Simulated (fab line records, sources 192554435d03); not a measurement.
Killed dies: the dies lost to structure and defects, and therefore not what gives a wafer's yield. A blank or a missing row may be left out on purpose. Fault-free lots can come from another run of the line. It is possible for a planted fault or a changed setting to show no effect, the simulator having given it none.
One fault through the eyes of 3 desks -- flow n5Finfet -- each desk holds nothing but its own numbers, with what lay behind them at the end

== THE METROLOGY DESK ==
What the gauges read, lot by lot, whatever tool the lot ran on: means of the sampled wafers that have a number. Marked OUT: a lot whose mean sits more than 4 standard deviations from the usual mean, which makes it out of limits; the brackets give that distance. Of its 10 readings 7 are shown: those that lie furthest out on some lot.
Columns: A = DIBL_N at N5_BEOL_M4_RC_MEAS_101, usual 36.3 mV/V; B = DIBL_P at N5_BEOL_M4_RC_MEAS_101, usual 36.3 mV/V; C = IOFF_N at N5_BEOL_M4_RC_MEAS_101, usual 0.155 nA/um; D = IOFF_P at N5_BEOL_M4_RC_MEAS_101, usual 0.211 nA/um; E = ION_N at N5_BEOL_M4_RC_MEAS_101, usual 672 uA/um; F = ION_P at N5_BEOL_M4_RC_MEAS_101, usual 462 uA/um; G = VT_N at N5_BEOL_M4_RC_MEAS_101, usual 249.9 mV
lot,first seen here,A,B,C,D,E,F,G
L939,day 10 12:52,35.4,36.1,0.146,0.175,670,454,249.8
L941,day 10 22:22,36.5,36.3,0.158,0.238,672,469,249.2
L949,day 14 23:47,35.6,34.6,0.153,0.197,666,456,249.0
L950,day 15 10:38,36.3,36.5,0.138,0.231,659,458,253.6
L953,day 15 15:35,35.3,36.5,0.141,0.200,664,459,252.7
L957,day 17 06:04,37.9,38.2,0.183,0.249,684,472,246.4
L956,day 17 07:20,36.5,36.6,0.157,0.212,675,466,249.4
This desk found nothing out of limits on any of the 7 lots.

== TOOL OWNER'S DESK, rieSi-06 ==
The tool's own readings at N5_DUMMY_GATE_ETCH_44 (etches poly-Si in HBr/O2, stops on SiO2, target depth 127.5 nm): means of the sampled wafers that have a number, for each lot that ran on this tool. Marked OUT: a lot whose mean sits more than 4 standard deviations from the usual mean, which makes it out of limits; the brackets give that distance.
Columns: A = O2_flow_sccm at N5_DUMMY_GATE_ETCH_44, usual 10.01 sccm; B = drypumpMotorCurrentA at N5_DUMMY_GATE_ETCH_44, usual 5.6 A; C = oesProductAu at N5_DUMMY_GATE_ETCH_44, usual 0.728 a.u.; D = throttleValvePct at N5_DUMMY_GATE_ETCH_44, usual 18.35 %
lot,first seen here,A,B,C,D
L939,day 3 10:36,10.02,5.9,0.724,18.51
L941,day 3 23:49,10.00,5.9,0.706,18.38
L949,day 6 01:47,10.02,6.1,0.719,18.25
L950,day 6 07:24,10.00,6.0,0.722,18.24
This desk found nothing out of limits on any of the 4 lots.

== THE DEFECT DESK ==
Inspection counts along the route, by lot: the mean over sampled wafers that carry a number. Marked OUT: a lot whose mean sits more than 4 standard deviations from the usual mean, which makes it out of limits; the brackets give that distance.
Columns: A = rawDefectCount at N5_DUMMY_GATE_INSPECT_27, usual 271; B = rawDefectCount at N5_SPACER0_INSPECT_04, usual 128; C = rawDefectCount at N5_SD_EPI_N_INSPECT_11, usual 2.1; D = rawDefectCount at N5_SD_EPI_N_INSPECT_26, usual 187
lot,first seen here,A,B,C,D
L939,day 3 11:00,310,144,2.3,207
L941,day 4 00:12,220,110,2.3,164
L949,day 6 02:10,551,376 (+7.5) OUT,263.3 (+99 or more) OUT,419 (+5.7) OUT
L950,day 6 07:52,530,393 (+8.0) OUT,250.0 (+99 or more) OUT,465 (+6.8) OUT
L953,day 6 23:31,376,177,2.7,234
L956,day 7 16:13,235,125,0.7,182
L957,day 7 23:23,325,155,1.0,237
This desk's finding: out of limits on L949, L950; first on L949, day 6 02:46 (rawDefectCount at N5_SPACER0_INSPECT_04). L939, L941, L953, L956, L957: within limits.

== TAKEN TOGETHER ==
The defect desk could have raised an alarm at day 6 02:46, on L949, L950.
The metrology desk saw nothing out of limits.
The tool owner's desk saw nothing out of limits.
The metrology desk has L949, L950 on record, within its limits.
The tool owner's desk has L949, L950 on record, within its limits.
N5_DUMMY_GATE_ETCH_44 was run on rieSi-06 by each of the lots named.

== WHAT HAD BEEN PUT IN BY THE SIMULATOR ==
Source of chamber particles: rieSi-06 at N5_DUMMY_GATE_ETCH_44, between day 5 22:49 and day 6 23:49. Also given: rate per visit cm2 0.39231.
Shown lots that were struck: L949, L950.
Hours from the fault's start to each desk's first reading out of limits: the defect desk, 4.
